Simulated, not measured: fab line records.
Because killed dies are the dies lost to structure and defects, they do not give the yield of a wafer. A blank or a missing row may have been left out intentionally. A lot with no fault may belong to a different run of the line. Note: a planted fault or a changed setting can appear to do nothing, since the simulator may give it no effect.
Matching of chambers | flow n5Finfet | N5_BEOL_M9_DESCUM_33 on rieDiel-05 has 4 sister chambers
The step chemistry O2, time 7 s. 4 wafers are shown with their chamber, then 9 later ones without.

WAFERS PAIRED WITH THEIR CHAMBERS
wafer  | chamber | showerheadPlenumPTorr (Torr)
L077.3 | 2       | 2.02
L085.1 | 1       | 2.14
L085.3 | 0       | 2.00
L085.5 | 3       | 2.17

WAFERS MISSING THEIR CHAMBER
wafer  | showerheadPlenumPTorr (Torr)
L086.1 | 2.17
L086.3 | 2.14
L086.6 | 2.14
L093.3 | 2.13
L093.5 | 2.01
L093.6 | 2.17
L094.2 | 2.16
L094.3 | 2.00
L094.6 | 2.00

WHICH CHAMBER EACH WENT THROUGH
wafer  | from the rows above     | in truth
L086.1 | 3                       | 3
L086.3 | 1                       | 1
L086.6 | 1                       | 1
L093.3 | 1                       | 1
L093.5 | can't be placed: 0 or 2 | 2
L093.6 | 3                       | 3
L094.2 | can't be placed: 3 or 1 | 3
L094.3 | 0                       | 0
L094.6 | 0                       | 0
Correct placement for 7 of the 9. Can't be placed from these rows: 2 (the true chamber is among the candidates in 2). Wrongly placed: 0.
How it was worked out, from the rows above alone: a wafer's distance from a chamber is the root of the sum, over the readings, of the square of ((its reading less the chamber's mean) divided by the reading's scatter). If the next closest chamber is less than 2 further off than the closest, the wafer can't be placed; otherwise it belongs to the closest. A chamber's mean is the mean of its shown wafers. The scatter (one wafer shown for each chamber): square how far every hidden wafer sits from the nearest shown wafer, average those squares and take the square root.
